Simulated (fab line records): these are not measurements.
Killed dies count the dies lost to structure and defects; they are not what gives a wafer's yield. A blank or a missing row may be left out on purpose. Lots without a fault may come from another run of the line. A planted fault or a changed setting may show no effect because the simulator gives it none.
Matching of chambers | flow n5 finfet | N5_BEOL_M13_DESCUM_15 on rie diel-02 has 4 sister chambers
The step chemistry O2, time 7.9 s. 20 wafers are shown with their chamber, then 10 later ones without.

WAFERS PAIRED WITH THEIR CHAMBERS
wafer  | chamber | showerhead plenum p Torr (Torr) | drypump motor current A (A) | throttle valve pct (%)
L076.2 | 3       | 2.22                            | 6.2                         | 20.44
L076.3 | 1       | 2.12                            | 5.7                         | 20.14
L076.6 | 1       | 2.12                            | 5.7                         | 20.13
L074.1 | 1       | 2.11                            | 5.7                         | 20.14
L074.3 | 0       | 2.15                            | 5.5                         | 20.88
L074.5 | 3       | 2.22                            | 6.3                         | 20.45
L080.1 | 3       | 2.22                            | 6.2                         | 20.44
L080.3 | 0       | 2.15                            | 5.5                         | 20.89
L080.4 | 2       | 2.05                            | 6.2                         | 20.36
L079.2 | 0       | 2.15                            | 5.5                         | 20.89
L079.3 | 2       | 2.05                            | 6.2                         | 20.34
L079.5 | 1       | 2.11                            | 5.7                         | 20.13
L082.1 | 1       | 2.11                            | 5.7                         | 20.13
L082.3 | 3       | 2.22                            | 6.3                         | 20.45
L082.6 | 0       | 2.15                            | 5.5                         | 20.90
L087.1 | 2       | 2.05                            | 6.2                         | 19.99
L087.4 | 0       | 2.15                            | 5.5                         | 20.92
L087.5 | 1       | 2.11                            | 5.7                         | 20.16
L088.3 | 3       | 2.21                            | 6.3                         | 20.49
L088.5 | 2       | 2.05                            | 6.1                         | 20.03

SIGNATURES (means of the wafers above)
reading                  | chamber 0 | chamber 1 | chamber 2 | chamber 3 | scatter within a chamber
showerhead plenum p Torr | 2.1500    | 2.1133    | 2.0500    | 2.2180    | 0.00365
drypump motor current A  | 5.500     | 5.700     | 6.175     | 6.260     | 0.0349
throttle valve pct       | 20.8960   | 20.1383   | 20.1800   | 20.4540   | 0.0866
Rule: distance of a wafer from a chamber = root of the sum over the readings of ((wafer's reading minus chamber's mean) / reading's scatter) squared. If the next closest chamber is less than 2 further off than the closest, the wafer can't be placed; otherwise it belongs to the closest. The scatter is the square root of a quotient: the sum, over the shown wafers, of each reading's squared deviation from its chamber's mean, divided by wafers minus chambers.

WAFERS WITHOUT THEIR CHAMBER
wafer  | showerhead plenum p Torr (Torr) | drypump motor current A (A) | throttle valve pct (%)
L088.6 | 2.10                            | 5.7                         | 20.18
L095.2 | 2.14                            | 5.5                         | 20.95
L095.4 | 2.10                            | 5.7                         | 20.20
L095.5 | 2.14                            | 5.5                         | 20.94
L097.1 | 2.04                            | 6.2                         | 20.04
L097.3 | 2.10                            | 5.7                         | 20.20
L097.4 | 2.21                            | 6.2                         | 20.50
L096.3 | 2.14                            | 5.5                         | 20.96
L096.4 | 2.10                            | 5.7                         | 20.18
L096.5 | 2.10                            | 5.7                         | 20.20

THE CHAMBER EACH PASSED THROUGH
wafer  | from the rows above | in truth
L088.6 | 1                   | 1
L095.2 | 0                   | 0
L095.4 | 1                   | 1
L095.5 | 0                   | 0
L097.1 | 2                   | 2
L097.3 | 1                   | 1
L097.4 | 3                   | 3
L096.3 | 0                   | 0
L096.4 | 1                   | 1
L096.5 | 1                   | 1
Placed correctly: 10 of 10. Not placeable from these rows: 0. Placed wrongly: 0.
